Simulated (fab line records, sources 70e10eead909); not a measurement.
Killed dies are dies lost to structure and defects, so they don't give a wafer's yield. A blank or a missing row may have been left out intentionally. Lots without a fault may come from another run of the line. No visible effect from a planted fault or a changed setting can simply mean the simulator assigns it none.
Comparing a struck lot with a sound one ; flow nand-harc ; 42 out of 1159 route steps
Sound: these wafers, L511.2, L511.3, L511.6. Struck: wafer L523.4 (L523.2, L523.6, from the same lot, were not struck and are left out); the cause is given at the end.
Order at every step that has rows: each side's tool, ch and its chambers, its first start. Under that, the readings that differ: sound wafers ; struck wafers ; difference of the means ; sigmas: that difference in standard deviations of wafers without a fault.
alike: same words and numbers on both sides, and readings whose means sit less than 2 such deviations apart. not compared: any withheld reading, any reading some wafer has no value for, any bound like >300 that may hide the same value, and any number with overlapping values for which the record gives no deviation.
The two part at a step that has a row with sigmas, a row that says differs or no value, or rows on one side only. When numbers do not overlap yet have no deviation, they are printed without sigmas and do not part them. Lack of a reading on every wafer of one side parts them only where that side has two or more wafers.

first, 3 steps without rows for these wafers: NHARC_P_M2_STRIP_19 (strips in post etch residue remover, time 600 s); NHARC_P_M2_DEGAS_29 (time 60 s); NHARC_P_M2_PRE_CLEAN_30 (time 30 s).
NHARC_P_M2_PVD_20: deposits TaN, target thk 5 nm, time 8.06 s.
  sound on pvd-sputter-03; struck on pvd-sputter-01
  alike: throttle-valve-pct
then, 3 steps without rows for these wafers: NHARC_P_M2_PVD_21 (deposits Cu, target thk 30 nm, time 20.49 s); NHARC_P_M2_ECD_22 (material Cu, target thk 400 nm); NHARC_P_M2_ANNEAL_31 (time 90 s).
NHARC_P_M2_CMP_23: polishes, t overpolish 20 s, target thk 144.3 nm.
  sound on cmp-02 ch 1,2, day 8 22:40; struck on cmp-03 ch 3, day 12 00:19
  alike: motor-current-A, time-to-endpoint-s
NHARC_P_M2_THK_MEAS_24: measures by xrf.
  sound on film-metro-02, day 8 22:59; struck on film-metro-02, day 12 00:38
  alike: thk-nm
then, 1 step without rows for these wafers: NHARC_P_M2_SRD_25.
NHARC_P_M2_INSPECT_27:
  sound on defect-inspect-01, day 8 23:08; struck on defect-inspect-02, day 12 00:48
  alike: raw-defect-count
NHARC_P_M2_PRE_CLEAN_32: time 12 s.
  sound on pecvd-01 ch 0,1,2, day 8 23:13; struck on pecvd-03 ch 2, day 12 00:52
  alike: heater-power-w
then, 2 steps without rows for these wafers: NHARC_P_M2_DEP_33 (deposits SiCN, target thk 30 nm); NHARC_P_BONDPAD_DEP_00 (deposits SiCN, target thk 250 nm).
NHARC_P_BONDPAD_CMP_32: polishes SiCN, target thk 200 nm.
  sound on cmp-01 ch 0,2, day 9 00:08; struck on cmp-02 ch 2, day 12 01:48
  alike: motor-current-A
NHARC_P_BONDPAD_THK_MEAS_33: measures by ellipsometry.
  sound on film-metro-02, day 9 00:22; struck on film-metro-01, day 12 02:01
  alike: thk-nm
then, 10 steps without rows for these wafers: NHARC_P_BONDPAD_SRD_34; NHARC_P_BONDPAD_DEHYDRATE_01 (time 120 s); NHARC_P_BONDPAD_HMDS_02 (time 30 s); NHARC_P_BONDPAD_COAT_36 (time 65 s); NHARC_P_BONDPAD_COAT_03 (resist thk 600 nm); NHARC_P_BONDPAD_SOFTBAKE_04 (time 70 s); NHARC_P_BONDPAD_EBR_05; NHARC_P_BONDPAD_EXPOSE_06 (exposes mask P BPAD); NHARC_P_BONDPAD_PEB_07 (peb time 80 s); NHARC_P_BONDPAD_DEVELOP_08 (time 50 s).
NHARC_P_BONDPAD_CD_MEAS_09: target cd 500 nm.
  sound on cd-sem-03 ch 0, day 9 00:48; struck on cd-sem-02 ch 0, day 12 02:35
  alike: cd-nm
NHARC_P_BONDPAD_OVL_MEAS_38:
  sound on overlay-01, day 9 00:53; struck on overlay-02, day 12 02:41
  alike: overlay-x-nm, overlay-y-nm
then, 2 steps without rows for these wafers: NHARC_P_BONDPAD_HARDBAKE_10 (time 65 s); NHARC_P_BONDPAD_DESCUM_11 (chemistry O2, time 3 s).
NHARC_P_BONDPAD_ETCH_37: etches the open film in N2/H2, target depth 60 nm, overetch 18 nm, time 65.91 s.
  sound on rie-diel-07 ch 0,1,2, day 9 01:06; struck on rie-diel-07 ch 1, day 12 02:54
  alike: drypump-motor-current-A, mfc-ar-sccm, oes-product-au, rf-vpp-V, showerhead-plenum-p-Torr, throttle-valve-pct
  not compared: rf-hours-counter-h
then, 1 step without rows for these wafers: NHARC_P_BONDPAD_ETCH_12 (etches the open film in CHF3/O2, target depth 200 nm, time 100 s).
NHARC_P_BONDPAD_CD_MEAS_13:
  sound on cd-sem-03, day 9 01:22; struck on cd-sem-03, day 12 03:07
  alike: cd-nm
then, 3 steps without rows for these wafers: NHARC_P_BONDPAD_STRIP_15 (strips in O2); NHARC_P_BONDPAD_ETCH_24 (etches the open film in CF4/N2, target depth 30 nm, time 72.99 s); NHARC_P_BONDPAD_STRIP_16 (strips in post etch residue remover, time 600 s).
NHARC_P_BONDPAD_DEGAS_25: time 60 s.
  sound on pvd-sputter-01, day 9 02:01; struck on pvd-sputter-01, day 12 03:44
reading;sound;struck;difference;sigmas
heater-power-w (W);469 494 465;351;-125;-2
then, 4 steps without rows for these wafers: NHARC_P_BONDPAD_PRE_CLEAN_26 (time 30 s); NHARC_P_BONDPAD_PVD_17 (deposits TaN, target thk 5 nm, time 8.06 s); NHARC_P_BONDPAD_PVD_27 (deposits Cu, target thk 30 nm, time 20.49 s); NHARC_P_BONDPAD_ECD_18 (material Cu, target thk 400 nm).
-- the record jumps here: 13 days lie between the struck wafers' starts before and after (it left off in module P_BONDPAD and takes up again in module END, whose first step shown is number 1159 of the route) --
NHARC_END_SORT_01:
  sound on prober-02 ch 0, day 21 19:09; struck on prober-01 ch 0, day 25 14:43
reading;sound;struck;difference;sigmas
defect-limited-yield (%);97.8 96.9 95.7;80.9;-15.9;-9
killed-at-other;1 0 0;4;+4;+3
killed-at-periphery;2 1 7;91;+88;+42
killed-dies;15 21 29;129;+107;+9
sort_bin_2_pct (%);0.9 0.6 0.9;7.8;+7.0;+10
sort_bin_3_pct (%);0.15 0.15 0.15;3.40;+3.25;+15
sort_bin_4_pct (%);1.2 2.4 3.2;7.8;+5.5;+5
sort-n-pass;662 656 648;548;-107;-9
sort-yield-pct (%);97.8 96.9 95.7;80.9;-15.9;-9
  alike: killed-at-array, killed-open, killed-short, sort-rim-yield-pct

WHERE THEY PART
Last at NHARC_END_SORT_01 as far as this record goes, first at NHARC_P_BONDPAD_DEGAS_25.

WHY: the cause the simulator had injected
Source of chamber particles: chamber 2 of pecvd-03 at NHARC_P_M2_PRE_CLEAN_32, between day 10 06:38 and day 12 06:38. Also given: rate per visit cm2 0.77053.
